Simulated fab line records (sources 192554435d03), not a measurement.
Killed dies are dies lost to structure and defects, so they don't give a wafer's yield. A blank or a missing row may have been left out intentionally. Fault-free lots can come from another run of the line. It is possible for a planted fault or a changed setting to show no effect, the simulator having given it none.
What tool caused it? :: flow n5Finfet :: Sampling: 10 lots, 30 wafers, 4 of 1938 route steps

## WHAT EACH GAUGE READ, for each wafer
N5_PASSIVATION_OVL_MEAS_63. Usual: PAD_OVL 1 nm, standard deviation 6.
lot: L490
measured: day 13 09:17
on: overlay-01
PAD_OVL (nm): 5 11 5
flag: 

lot: L491
measured: day 13 09:55
on: overlay-02
PAD_OVL (nm): 1 2 -1
flag: 

lot: L493
measured: day 13 13:01
on: overlay-02
PAD_OVL (nm): 9 10 12
flag: 

lot: L496
measured: day 14 13:05
on: overlay-02
PAD_OVL (nm): 5 1 0
flag: 

lot: L497
measured: day 14 13:16
on: overlay-01
PAD_OVL (nm): -7 -4 -1
flag: 

lot: L501
measured: day 15 22:59
on: overlay-02
PAD_OVL (nm): -1 -4 2
flag: 

lot: L507
measured: day 17 11:31
on: overlay-02
PAD_OVL (nm): -6 2 0
flag: 

lot: L509
measured: day 17 22:13
on: overlay-02
PAD_OVL (nm): 4 -6 -9
flag: 

lot: L510
measured: day 18 04:41
on: overlay-01
PAD_OVL (nm): 7 9 6
flag: 

lot: L512
measured: day 18 16:58
on: overlay-01
PAD_OVL (nm): -7 -10 -8
flag: 

## WHAT TOOL EACH LOT RAN ON (gives the tool, then ch and the chambers of the sampled wafers, and finally the start)
lot: L490
N5_BEOL_M11_ETCH_66: rieDiel-05 ch 0,1,3, day 11 10:49
N5_MIM_BOT_ETCH_ETCH_00: rieMetal-03 ch 0,1, day 13 06:08
N5_MIM_BOT_ETCH_STRIP_01: rieDiel-06 ch 1,3, day 13 06:16

lot: L491
N5_BEOL_M11_ETCH_66: rieDiel-05 ch 0,1, day 11 16:40
N5_MIM_BOT_ETCH_ETCH_00: rieMetal-03 ch 0,1, day 13 06:20
N5_MIM_BOT_ETCH_STRIP_01: rieDiel-03 ch 0,2,3, day 13 06:29

lot: L493
N5_BEOL_M11_ETCH_66: rieDiel-04 ch 0,1,3, day 11 22:00
N5_MIM_BOT_ETCH_ETCH_00: rieMetal-02 ch 0,1, day 13 07:11
N5_MIM_BOT_ETCH_STRIP_01: rieDiel-01 ch 0,2,3, day 13 07:19

lot: L496
N5_BEOL_M11_ETCH_66: rieDiel-05 ch 0,1, day 12 17:25
N5_MIM_BOT_ETCH_ETCH_00: rieMetal-03 ch 0,1, day 14 09:13
N5_MIM_BOT_ETCH_STRIP_01: rieDiel-01 ch 0,3, day 14 09:24

lot: L497
N5_BEOL_M11_ETCH_66: rieDiel-04 ch 0,1,2, day 12 17:56
N5_MIM_BOT_ETCH_ETCH_00: rieMetal-02 ch 1, day 14 09:22
N5_MIM_BOT_ETCH_STRIP_01: rieDiel-03 ch 0,2,3, day 14 09:34

lot: L501
N5_BEOL_M11_ETCH_66: rieDiel-02 ch 1,2, day 14 11:11
N5_MIM_BOT_ETCH_ETCH_00: rieMetal-03 ch 0,1, day 15 20:13
N5_MIM_BOT_ETCH_STRIP_01: rieDiel-01 ch 1,2,3, day 15 20:21

lot: L507
N5_BEOL_M11_ETCH_66: rieDiel-04 ch 0,1,2, day 16 03:05
N5_MIM_BOT_ETCH_ETCH_00: rieMetal-01 ch 0,1, day 17 06:11
N5_MIM_BOT_ETCH_STRIP_01: rieDiel-01 ch 0,1,3, day 17 06:17

lot: L509
N5_BEOL_M11_ETCH_66: rieDiel-04 ch 2,3, day 16 09:56
N5_MIM_BOT_ETCH_ETCH_00: rieMetal-02 ch 0, day 17 18:38
N5_MIM_BOT_ETCH_STRIP_01: rieDiel-06 ch 2,3, day 17 18:53

lot: L510
N5_BEOL_M11_ETCH_66: rieDiel-05 ch 0,1,2, day 16 18:00
N5_MIM_BOT_ETCH_ETCH_00: rieMetal-01 ch 1, day 18 00:10
N5_MIM_BOT_ETCH_STRIP_01: rieDiel-06 ch 1,3, day 18 00:19

lot: L512
N5_BEOL_M11_ETCH_66: rieDiel-02 ch 0,1,3, day 16 21:30
N5_MIM_BOT_ETCH_ETCH_00: rieMetal-01 ch 0,1, day 18 13:03
N5_MIM_BOT_ETCH_STRIP_01: rieDiel-03 ch 0,1,3, day 18 13:11
- N5_BEOL_M11_ETCH_66: etches SOC in N2/H2, target depth 120 nm, overetch 24 nm, time 180 s.
- N5_MIM_BOT_ETCH_ETCH_00: etches TiN in Cl2/BCl3, target depth 45.5 nm.
- N5_MIM_BOT_ETCH_STRIP_01: strips in O2.

## AS READ BY THE TOOLS THEMSELVES (means over the sampled wafers that have a number; for cases with no such wafer, the mark the record gives instead)
N5_BEOL_M11_ETCH_66. Usual: drypumpMotorCurrentA 5.7 A, standard deviation 0.39; oesProductAu 0.64 a.u., standard deviation 0.052; rfVppV 524.2 V, standard deviation 1.8; showerheadPlenumPTorr 2.55 Torr, standard deviation 0.062; throttleValvePct 17.84 %, standard deviation 0.26.
lot: L490
tool: rieDiel-05
drypumpMotorCurrentA (A): 5.8
oesProductAu (a.u.): 0.63
rfVppV (V): 524.0
showerheadPlenumPTorr (Torr): 2.54
throttleValvePct (%): 17.78
flag: 

lot: L491
tool: rieDiel-05
drypumpMotorCurrentA (A): 6.0
oesProductAu (a.u.): 0.59
rfVppV (V): 525.7
showerheadPlenumPTorr (Torr): 2.59
throttleValvePct (%): 18.04
flag: 

lot: L493
tool: rieDiel-04
drypumpMotorCurrentA (A): 5.6
oesProductAu (a.u.): 0.66
rfVppV (V): 523.5
showerheadPlenumPTorr (Torr): 2.54
throttleValvePct (%): 17.77
flag: 

lot: L496
tool: rieDiel-05
drypumpMotorCurrentA (A): 6.0
oesProductAu (a.u.): 0.58
rfVppV (V): 525.1
showerheadPlenumPTorr (Torr): 2.59
throttleValvePct (%): 18.05
flag: 

lot: L497
tool: rieDiel-04
drypumpMotorCurrentA (A): 5.9
oesProductAu (a.u.): 0.66
rfVppV (V): 523.5
showerheadPlenumPTorr (Torr): 2.53
throttleValvePct (%): 17.80
flag: 

lot: L501
tool: rieDiel-02
drypumpMotorCurrentA (A): 5.1
oesProductAu (a.u.): 0.67
rfVppV (V): 525.2
showerheadPlenumPTorr (Torr): 2.56
throttleValvePct (%): 17.53
flag: 

lot: L507
tool: rieDiel-04
drypumpMotorCurrentA (A): 5.9
oesProductAu (a.u.): 0.64
rfVppV (V): 523.1
showerheadPlenumPTorr (Torr): 2.52
throttleValvePct (%): 17.85
flag: 

lot: L509
tool: rieDiel-04
drypumpMotorCurrentA (A): 6.2
oesProductAu (a.u.): 0.65
rfVppV (V): 524.7
showerheadPlenumPTorr (Torr): 2.58
throttleValvePct (%): 18.09
flag: 

lot: L510
tool: rieDiel-05
drypumpMotorCurrentA (A): 5.8
oesProductAu (a.u.): 0.60
rfVppV (V): 524.1
showerheadPlenumPTorr (Torr): 2.56
throttleValvePct (%): 17.95
flag: 

lot: L512
tool: rieDiel-02
drypumpMotorCurrentA (A): 5.1
oesProductAu (a.u.): 0.65
rfVppV (V): 526.2
showerheadPlenumPTorr (Torr): 2.64
throttleValvePct (%): 17.83
flag: 

N5_MIM_BOT_ETCH_ETCH_00. Usual: drypumpMotorCurrentA 6.0 A, standard deviation 0.41; mfcCl2Sccm 53.24 sccm, standard deviation 0.16; oesProductAu 0.78 a.u., standard deviation 0.08; throttleValvePct 22.00 %, standard deviation 0.22.
lot: L490
tool: rieMetal-03
drypumpMotorCurrentA (A): 6.2
mfcCl2Sccm (sccm): 53.23
oesProductAu (a.u.): 0.78
throttleValvePct (%): 21.92
flag: 

lot: L491
tool: rieMetal-03
drypumpMotorCurrentA (A): 6.4
mfcCl2Sccm (sccm): 53.22
oesProductAu (a.u.): 0.81
throttleValvePct (%): 21.95
flag: 

lot: L493
tool: rieMetal-02
drypumpMotorCurrentA (A): 5.4
mfcCl2Sccm (sccm): 53.22
oesProductAu (a.u.): 0.70
throttleValvePct (%): 22.01
flag: 

lot: L496
tool: rieMetal-03
drypumpMotorCurrentA (A): 6.2
mfcCl2Sccm (sccm): 53.34
oesProductAu (a.u.): 0.77
throttleValvePct (%): 21.94
flag: 

lot: L497
tool: rieMetal-02
drypumpMotorCurrentA (A): 5.3
mfcCl2Sccm (sccm): 53.40
oesProductAu (a.u.): 0.66
throttleValvePct (%): 21.95
flag: 

lot: L501
tool: rieMetal-03
drypumpMotorCurrentA (A): 6.2
mfcCl2Sccm (sccm): 53.44
oesProductAu (a.u.): 0.77
throttleValvePct (%): 21.94
flag: 

lot: L507
tool: rieMetal-01
drypumpMotorCurrentA (A): 6.0
mfcCl2Sccm (sccm): 53.06
oesProductAu (a.u.): 0.90
throttleValvePct (%): 21.97
flag: 

lot: L509
tool: rieMetal-02
drypumpMotorCurrentA (A): 5.6
mfcCl2Sccm (sccm): 53.27
oesProductAu (a.u.): 0.72
throttleValvePct (%): 22.22
flag: 

lot: L510
tool: rieMetal-01
drypumpMotorCurrentA (A): 6.1
mfcCl2Sccm (sccm): 53.16
oesProductAu (a.u.): 0.93
throttleValvePct (%): 22.11
flag: 

lot: L512
tool: rieMetal-01
drypumpMotorCurrentA (A): 6.0
mfcCl2Sccm (sccm): 53.09
oesProductAu (a.u.): 0.87
throttleValvePct (%): 21.98
flag: 

N5_MIM_BOT_ETCH_STRIP_01. Usual: drypumpMotorCurrentA 5.7 A, standard deviation 0.52; oesProductAu 0.81 a.u., standard deviation 0.077; rfVppV 3.5 V, standard deviation 1.3; showerheadPlenumPTorr 2.13 Torr, standard deviation 0.063; throttleValvePct 16.61 %, standard deviation 0.27.
lot: L490
tool: rieDiel-06
drypumpMotorCurrentA (A): 5.8
oesProductAu (a.u.): 0.82
rfVppV (V): 2.7
showerheadPlenumPTorr (Torr): 2.22
throttleValvePct (%): 16.68
flag: 

lot: L491
tool: rieDiel-03
drypumpMotorCurrentA (A): 5.4
oesProductAu (a.u.): 0.79
rfVppV (V): 4.4
showerheadPlenumPTorr (Torr): 2.09
throttleValvePct (%): 16.77
flag: 

lot: L493
tool: rieDiel-01
drypumpMotorCurrentA (A): 6.0
oesProductAu (a.u.): 0.80
rfVppV (V): 3.0
showerheadPlenumPTorr (Torr): 2.17
throttleValvePct (%): 16.48
flag: 

lot: L496
tool: rieDiel-01
drypumpMotorCurrentA (A): 6.5
oesProductAu (a.u.): 0.81
rfVppV (V): 3.2
showerheadPlenumPTorr (Torr): 2.15
throttleValvePct (%): 16.52
flag: 

lot: L497
tool: rieDiel-03
drypumpMotorCurrentA (A): 5.4
oesProductAu (a.u.): 0.79
rfVppV (V): 4.7
showerheadPlenumPTorr (Torr): 2.08
throttleValvePct (%): 16.79
flag: 

lot: L501
tool: rieDiel-01
drypumpMotorCurrentA (A): 5.9
oesProductAu (a.u.): 0.84
rfVppV (V): 4.2
showerheadPlenumPTorr (Torr): 2.17
throttleValvePct (%): 16.38
flag: 

lot: L507
tool: rieDiel-01
drypumpMotorCurrentA (A): 6.2
oesProductAu (a.u.): 0.81
rfVppV (V): 3.6
showerheadPlenumPTorr (Torr): 2.17
throttleValvePct (%): 16.49
flag: 

lot: L509
tool: rieDiel-06
drypumpMotorCurrentA (A): 5.7
oesProductAu (a.u.): 0.85
rfVppV (V): 3.2
showerheadPlenumPTorr (Torr): 2.16
throttleValvePct (%): 16.56
flag: 

lot: L510
tool: rieDiel-06
drypumpMotorCurrentA (A): 6.2
oesProductAu (a.u.): 0.89
rfVppV (V): 4.5
showerheadPlenumPTorr (Torr): 2.18
throttleValvePct (%): 16.57
flag: 

lot: L512
tool: rieDiel-03
drypumpMotorCurrentA (A): 5.5
oesProductAu (a.u.): 0.81
rfVppV (V): 3.7
showerheadPlenumPTorr (Torr): 2.08
throttleValvePct (%): 16.61
flag: 

## THE ANSWER, worked out from the rows above alone
Rule: take the mean of a lot's wafers that have a number; if it is more than 3 standard deviations from the usual mean, the lot is off. Also off: a lot with no number at a reading for which 4 or more lots have one. All remaining lots with rows at the step are treated as sound. The gauges are gone through in route order, then the tools' own readings, and for those a lot's mean is taken as printed above. The first step at which some lot is off is used, and at that step the reading that is off furthest; a lot without a number counts as furthest.
None of the lots is off at any reading shown; this tells nothing.

## WHAT THE SIMULATOR HAD INSERTED
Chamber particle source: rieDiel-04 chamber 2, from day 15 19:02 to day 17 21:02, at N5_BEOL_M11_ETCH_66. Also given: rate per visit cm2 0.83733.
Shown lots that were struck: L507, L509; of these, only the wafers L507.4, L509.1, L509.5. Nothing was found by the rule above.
